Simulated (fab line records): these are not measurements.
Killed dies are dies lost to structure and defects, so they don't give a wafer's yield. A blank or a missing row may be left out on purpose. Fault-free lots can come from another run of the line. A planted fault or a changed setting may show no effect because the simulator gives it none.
fab line records    flow nandHarc
[record] lots = 12  wafers = 36  lastDay = 33
route steps=1302 shown A_BONDPAD@1225 THIN_TSV@1264 END@1302
lots that met no fault: from a run of the same line without faults
startH: hours from the record's opening day to when the first of the lot's shown wafers began    waitH: time in hours since the lot's previous step    " same as the row above    L1.1+2: a row that stands for several wafers    - no value present, or no start provided    * or withheld: withheld    < > ~ a bound
route shown NAME@n: a module of which the file shows steps, and the number in the route of the first    usual: mean and standard deviation over wafers with no fault    same: alike in all rows    chamber/n: place in a boat    sites: per-site readings    _std_site: how widely they spread, as a standard deviation    _edge_site: mean of outer sites minus mean of inner sites    radiusMm: for every site, how far away it sits from the centre of the wafer    mask NAME#n: copy n    behind: tool/chamber where the wafer was last shaped    hold: why the lot went on hold/how many hours it stayed there/how the hold came to an end    device: names the non-switching transistor (n, p or np)    end of line: tests run on the same wafers once the route is complete    step lacking rows: just its recipe    killed: at the first sort, the dies lost to defects and structure; wafer yield is something else    map: a wafer's dies, marking killed ones x, the rest . and places with no die _
set.NAME: setting as actually run; set.NAME@STEP: the setting as run at that earlier step    model.NAME: the simulator's own value behind a step, which no gauge read
the route's steps for a sample of lots (tables are steps, rows are wafers)
services: when a tool's chamber went out of use (startH, in hours from the record's first day, below 0 if earlier), for how many hours, and the reason
[[steps]]
[step NHARC_A_BONDPAD_DEGAS_25]
[recipe] tempC = 300  timeS = 60
[usual] heaterPowerW = 470/40
lot.wafer  tool           chamber  startH  waitH  heaterPowerW
L493.1     pvdSputter-01  -        558.05  -      488
L493.2     "              -        "       "      378
L493.6     "              -        "       "      502
L492.3     pvdSputter-03  -        559.56  -      464
L492.4     "              -        "       "      500
L492.6     "              -        "       "      469
L494.3     pvdSputter-02  -        560.94  -      462
L494.6     "              -        "       "      440
L494.5     "              -        "       "      474
L495.4     pvdSputter-03  -        569.30  -      511
L495.3     "              -        "       "      506
L495.5     "              -        "       "      475
L497.3     pvdSputter-02  -        575.44  -      460
L497.1     "              -        "       "      527
L497.2     "              -        "       "      457
L499.3     pvdSputter-03  -        604.63  -      435
L499.4     "              -        "       "      462
L499.5     "              -        "       "      469
L500.3     pvdSputter-03  -        643.60  -      497
L500.4     "              -        "       "      514
L500.6     "              -        "       "      509
L505.4     pvdSputter-03  -        696.67  -      467
L505.3     "              -        "       "      504
L505.5     "              -        "       "      461
L509.3     pvdSputter-02  -        711.41  -      446
L509.1     "              -        "       "      501
L509.5     "              -        "       "      484
L511.3     pvdSputter-01  -        725.46  -      378
L511.1     "              -        "       "      486
L511.2     "              -        "       "      349
L513.2     pvdSputter-03  -        758.58  -      459
L513.6     "              -        "       "      480
L513.5     "              -        "       "      522
L514.3     pvdSputter-03  -        759.69  -      466
L514.2     "              -        "       "      511
L514.5     "              -        "       "      456
[step NHARC_THIN_TSV_CD_MEAS_16]
[usual] cdNm = 1000.3/2.1
lot.wafer  tool      chamber  startH  waitH  cdNm
L492.3     cdSem-01  -        573.11  0.1    999.0
L492.4     "         -        "       "      1000.1
L492.6     "         -        "       "      1003.6
L493.1     cdSem-01  -        574.13  0.1    1001.2
L493.2     "         -        "       "      999.5
L493.6     "         -        "       "      1000.2
L494.3     cdSem-01  -        575.39  0.1    1003.3
L494.5     "         -        "       "      1001.8
L494.6     "         -        "       "      999.6
L495.3     cdSem-03  -        585.41  0.1    996.6
L495.4     "         -        "       "      999.2
L495.5     "         -        "       "      996.0
L497.1     cdSem-02  -        591.13  0.1    998.6
L497.2     "         -        "       "      999.3
L497.3     "         -        "       "      1000.9
L499.3     cdSem-03  -        621.85  0.1    1000.8
L499.4     "         -        "       "      1004.1
L499.5     "         -        "       "      999.2
L500.3     cdSem-03  -        658.95  0.1    997.2
L500.4     "         -        "       "      1000.6
L500.6     "         -        "       "      1000.0
L505.3     cdSem-01  -        712.44  0.1    998.0
L505.4     "         -        "       "      1001.0
L505.5     "         -        "       "      1000.8
L509.1     cdSem-02  -        726.55  0.1    1001.0
L509.3     "         -        "       "      999.8
L509.5     "         -        "       "      994.2
L511.1     cdSem-02  -        748.72  0.1    1000.1
L511.2     "         -        "       "      1003.4
L511.3     "         -        "       "      1000.1
L514.2     cdSem-03  -        774.02  0.1    998.0
L514.3     "         -        "       "      997.4
L514.5     "         -        "       "      997.8
L513.2     cdSem-02  -        775.19  0.1    998.5
L513.5     "         -        "       "      1001.1
L513.6     "         -        "       "      1001.1
[step NHARC_THIN_TSV_ETCHBACK_48]
[recipe] targetDepthA = 10285  overEtchFrac = 0.3  timeS = 405.17  ionEnergyEv = 250  c4f8FlowSccm = withheld  arFlowSccm = withheld  rfW = 600  biasW = 300  chemistry = C4F8/Ar
[usual] oesProductAu = 0.943/0.029  rfFwdPowerW = 598.9/1.9  rfVppV = 546/3.4  runLengthS = 426.7/0.43
lot.wafer  tool        chamber  startH  waitH  oesProductAu  rfFwdPowerW  rfHoursCounterH  rfVppV  runLengthS
L492.4     rieDiel-08  3        574.41  -      0.968         600.0        1.0              544     426.9
L492.3     "           1        "       "      0.963         601.4        1.5              552     427.2
L492.6     "           2        "       "      0.964         597.9        -                549     426.2
L493.1     rieDiel-08  2        575.42  -      0.977         597.1        1.7              549     426.0
L493.2     "           0        "       "      0.990         600.7        0.8              542     427.4
L493.6     "           2        "       "      0.970         597.2        -                547     425.9
L494.3     rieDiel-08  3        576.74  -      0.989         599.9        1.5              541     427.3
L494.6     "           1        "       "      0.992         598.1        -                553     427.2
L494.5     "           2        "       "      0.981         597.3        -                548     425.9
L495.4     rieDiel-09  0        586.72  -      0.918         599.4        3.1              544     425.7
L495.3     "           2        "       "      0.920         602.0        3.3              545     426.7
L495.5     "           0        "       "      0.912         597.7        -                544     426.0
L497.2     rieDiel-09  0        592.71  -      0.963         600.4        3.6              545     426.3
L497.1     "           2        "       "      0.941         598.3        3.9              547     426.7
L497.3     "           3        "       "      0.957         599.3        3.7              544     427.1
L499.3     rieDiel-13  2        623.16  -      0.926         600.8        5.9              541     426.4
L499.4     "           0        "       "      0.936         598.6        5.9              545     427.0
L499.5     "           2        "       "      0.924         605.8        -                544     426.6
L500.4     rieDiel-08  2        660.22  -      0.919         600.6        5.8              548     426.2
L500.3     "           0        "       "      0.914         601.0        4.7              544     426.8
L500.6     "           2        "       "      0.913         599.0        -                547     426.0
L505.4     rieDiel-09  0        713.86  0.3    0.926         -            1.6              543     171.7
L505.3     "           2        "       "      0.918         600.0        1.1              547     426.9
L505.5     "           0        "       "      0.935         -            -                543     171.5
L509.3     rieDiel-09  0        727.87  -      0.980         -            2.5              545     172.0
L509.1     "           2        "       "      0.943         598.3        1.6              544     427.4
L509.5     "           3        "       "      0.955         596.7        -                542     426.8
L511.2     rieDiel-13  2        750.13  0.5    0.923         598.5        2.3              543     426.2
L511.3     "           3        "       "      0.925         602.8        2.2              546     426.3
L511.1     "           0        "       "      0.933         596.8        2.1              544     427.0
L514.2     rieDiel-08  0        775.39  -      0.932         598.1        2.3              543     427.2
L514.3     "           2        "       "      0.903         597.6        2.3              548     426.2
L514.5     "           3        "       "      0.910         596.7        -                542     426.7
L513.2     rieDiel-13  3        776.57  -      0.978         598.9        3.7              545     426.5
L513.6     "           0        "       "      0.960         597.2        -                543     427.0
L513.5     "           1        "       "      0.967         599.5        -                546     426.8
[step NHARC_THIN_TSV_DEGAS_49]
[recipe] tempC = 300  timeS = 120
[usual] heaterPowerW = 461/51
lot.wafer  tool           chamber  startH  waitH  heaterPowerW
L492.4     pvdSputter-01  -        574.93  0.1    495
L492.3     "              -        "       "      373
L492.6     "              -        "       "      356
L493.1     pvdSputter-03  -        575.98  0.2    498
L493.2     "              -        "       "      512
L493.6     "              -        "       "      497
L494.3     pvdSputter-02  -        577.23  0.1    469
L494.6     "              -        "       "      504
L494.5     "              -        "       "      455
L495.4     pvdSputter-03  -        587.21  0.1    499
L495.3     "              -        "       "      475
L495.5     "              -        "       "      504
L497.1     pvdSputter-02  -        593.27  0.1    471
L497.3     "              -        "       "      501
L497.2     "              -        "       "      465
L499.3     pvdSputter-01  -        623.65  0.1    368
L499.4     "              -        "       "      498
L499.5     "              -        "       "      380
L500.3     pvdSputter-01  -        660.76  0.1    501
L500.4     "              -        "       "      489
L500.6     "              -        "       "      327
L505.4     pvdSputter-03  -        714.42  0.1    446
L505.3     "              -        "       "      466
L505.5     "              -        "       "      518
L509.1     pvdSputter-02  -        728.36  0.1    478
L509.3     "              -        "       "      475
L509.5     "              -        "       "      469
L511.1     pvdSputter-01  -        750.67  0.2    486
L511.3     "              -        "       "      351
L511.2     "              -        "       "      522
L514.3     pvdSputter-02  -        775.94  0.1    463
L514.2     "              -        "       "      513
L514.5     "              -        "       "      467
L513.2     pvdSputter-02  -        777.03  0.2    493
L513.6     "              -        "       "      483
L513.5     "              -        "       "      474
[step NHARC_END_SORT_01]
[recipe] tempC = 25
[usual] defectLimitedYield = 91/3  killedAtArray = 54/21  killedAtOther = 1.0/1.2  killedAtPeriphery = 3.6/2.6  killedDies = 58/20  killedOpen = 3.3/1.9  killedShort = 2.6/1.5  sort_bin_2_pct = 3.1/1.4  sort_bin_3_pct = 0.6/0.37  sort_bin_4_pct = 4.9/1.6  sortNPass = 619/20  sortRimYieldPct = 91/4.3  sortYieldPct = 91/3
[same] grossDies = 677  sort_bin_5_pct[%] = 0  sort_bin_6_pct[%] = 0  sort_bin_7_pct[%] = 0  sort_bin_8_pct[%] = 0  sortRimNGross = 106.00
lot.wafer  tool       chamber  startH  waitH  defectLimitedYield[%]  killedAtArray  killedAtOther  killedAtPeriphery  killedDies  killedOpen  killedShort  sort_bin_2_pct[%]  sort_bin_3_pct[%]  sort_bin_4_pct[%]  sortNPass  sortRimYieldPct[%]  sortYieldPct[%]
L497.1     prober-02  0        609.27  2.5    95                     23             0              9                  32          4           4            0.9                0.3                3.5                645        94                  95
L497.2     prober-02  0        610.07  2.8    94                     32             1              10                 43          4           1            1.5                0.7                4.1                634        93                  94
L497.3     prober-02  0        610.87  3.1    95                     24             3              6                  33          5           2            1.6                0                  3.2                644        92                  95
L505.3     prober-01  0        730.61  3.1    86                     93             0              4                  97          5           2            5.5                0.9                8.0                580        91                  86
L505.4     prober-01  0        731.40  3.4    0                      65             612            0                  677         4           1            93.4               1.0                5.6                0          0                   0
L505.5     prober-01  0        732.19  3.7    0                      73             597            7                  677         4           4            92.5               0.7                6.8                0          0                   0
L509.1     prober-02  0        740.54  2.5    89                     66             1              6                  73          6           2            4.0                0.6                6.2                604        83                  89
L509.3     prober-02  0        742.13  3.1    0                      58             616            3                  677         2           4            94.2               0.4                5.3                0          0                   0
L509.5     prober-02  0        743.73  3.7    90                     69             0              1                  70          6           4            4.6                1.0                4.7                607        84                  90
// killed by level:class
L497.1 P_GATE:chamberFilmFlake=5 A_CHANNEL_HOLE_D1:chamberFilmFlake=4 A_CHANNEL_HOLE_D2:chamberFilmFlake=4 A_STAIRCASE:chamberFilmFlake=3 A_CONTACT:chamberFilmFlake=3 P_M1:chamberFilmFlake=2 A_WL_FILL:chamberFilmFlake=2 P_CONTACT:geometricParticle:open=1
L497.2 A_CHANNEL_HOLE_D2:chamberFilmFlake=17 P_GATE:chamberFilmFlake=6 A_CONTACT:chamberFilmFlake=5 P_M1:chamberFilmFlake=3 A_DECK1_JOINT:chamberFilmFlake=3 A_STAIRCASE:chamberFilmFlake=2 P_M0:geometricParticle:open=1 A_CHANNEL_HOLE_D1:geometricParticle:open=1
L497.3 A_CHANNEL_HOLE_D2:chamberFilmFlake=10 P_GATE:chamberFilmFlake=5 A_CHANNEL_HOLE_D1:chamberFilmFlake=4 THIN_TSV:chamberFilmFlake=3 A_CHANNEL_HOLE_D1:geometricParticle:open=1 A_CHANNEL_FILL_D1:geometricParticle:open=1 A_DECK1_JOINT:geometricParticle:open=1 A_ONON_D2:geometricParticle:open=1
L505.3 A_CHANNEL_HOLE_D1:chamberFilmFlake=40 A_SLIT:chamberFilmFlake=36 A_CONTACT:chamberFilmFlake=5 A_ONON_D1:geometricParticle:open=3 A_CHANNEL_FILL_D1:chamberFilmFlake=3 P_BONDPAD:chamberFilmFlake=2 P_CONTACT:geometricParticle:short=1 A_CHANNEL_FILL_D2:geometricParticle:short=1
L505.4 THIN_TSV:areaEtchback=611 A_CHANNEL_HOLE_D1:chamberFilmFlake=31 A_SLIT:chamberFilmFlake=16 A_CHANNEL_HOLE_D2:chamberFilmFlake=5 A_CONTACT:chamberFilmFlake=4 A_BLC:geometricParticle:open=2 A_CHANNEL_FILL_D1:chamberFilmFlake=2 A_DECK1_JOINT:chamberFilmFlake=2
L505.5 THIN_TSV:areaEtchback=596 A_SLIT:chamberFilmFlake=27 A_CHANNEL_HOLE_D1:chamberFilmFlake=24 A_CONTACT:chamberFilmFlake=10 P_BONDPAD:chamberFilmFlake=3 A_CHANNEL_HOLE_D2:chamberFilmFlake=3 P_CONTACT:chamberFilmFlake=2 P_GATE:geometricParticle:open=1
L509.1 A_SLIT:chamberFilmFlake=27 A_CHANNEL_HOLE_D2:chamberFilmFlake=19 A_CHANNEL_HOLE_D1:chamberFilmFlake=11 A_ONON_D2:geometricParticle:open=3 A_CHANNEL_FILL_D2:geometricParticle:open=2 P_ZERO_WELL:chamberFilmFlake=2 P_GATE:geometricParticle:short=1 P_M1:geometricParticle:open=1
L509.3 THIN_TSV:areaEtchback=614 A_SLIT:chamberFilmFlake=29 A_CHANNEL_HOLE_D2:chamberFilmFlake=16 A_CHANNEL_HOLE_D1:chamberFilmFlake=6 A_STAIRCASE:chamberFilmFlake=2 P_GATE:geometricParticle:short=1 P_CONTACT:geometricParticle:short=1 A_ONON_D1:geometricParticle:open=1
L509.5 A_SLIT:chamberFilmFlake=26 A_CHANNEL_HOLE_D2:chamberFilmFlake=15 A_CHANNEL_HOLE_D1:chamberFilmFlake=7 A_ZERO_WELL:chamberFilmFlake=3 A_STAIRCASE:chamberFilmFlake=3 A_CONTACT:chamberFilmFlake=3 A_CHANNEL_FILL_D2:geometricParticle:open=2 A_WL_FILL:chamberFilmFlake=2
[[services]]
tool           chamber  startH  hours  kind
rieDiel-08     -        544.80  9.0    pm
rieDiel-08     0        544.80  9.0    ventCycle
rieDiel-08     1        544.80  9.0    ventCycle
rieDiel-08     2        544.80  9.0    ventCycle
rieDiel-08     3        544.80  9.0    ventCycle
rieDiel-08     0        556.22  4.3    repair
pvdSputter-01  -        566.03  1.9    repair
rieDiel-09     2        575.44  5.1    repair
rieDiel-13     2        578.29  4.9    repair
rieDiel-08     0        581.15  3.3    repair
pvdSputter-01  -        582.06  10.0   pm
pvdSputter-01  -        599.46  2.5    repair
rieDiel-09     3        609.11  21.1   repair
rieDiel-13     0        629.70  9.9    repair
pvdSputter-02  -        638.00  10.0   pm
rieDiel-09     -        674.10  9.0    pm
rieDiel-13     -        696.00  9.0    pm
pvdSputter-03  -        704.09  10.0   pm
pvdSputter-02  -        708.94  1.9    repair
rieDiel-08     -        721.80  9.0    pm
pvdSputter-02  -        739.53  3.7    repair
rieDiel-13     -        741.53  2.2    repair
rieDiel-08     -        750.32  0.3    repair
pvdSputter-01  -        760.06  10.0   pm
[[key]]
[firstSign] step = NHARC_THIN_TSV_ETCHBACK_48  reading = runLengthS  direction = down  sigmas = 99+  usual = *  struck = *
[effect] step = NHARC_END_SORT_01  reading = killedAtOther  direction = up  sigmas = 99+  usual = 1.0  struck = 608.3
[moreKillsBornAt] NHARC_THIN_TSV_ETCHBACK_48@rieDiel-09 = 1821
metAt NHARC_THIN_TSV_ETCHBACK_48
struckLots L505,L509
struckWafers L505.4,L505.5,L509.3
laterRowsLeftOut L505.4,L505.5,L509.3
notActingAt NHARC_A_BONDPAD_DEGAS_25,NHARC_THIN_TSV_CD_MEAS_16,NHARC_THIN_TSV_DEGAS_49
onsetBetween 592.71 713.86
[fault] kind = processParameterDrift  tool = rieDiel-09  chamber = 0  onsetH = 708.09  steps = NHARC_THIN_TSV_ETCHBACK_48  channel = timeS  offset = *  shape = step  endH = 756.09  actsIn = *  stated = *
// laterRowsLeftOut: the simulator's readings of these wafers behind a module that went badly wrong aren't trusted and aren't shown, but for the sort
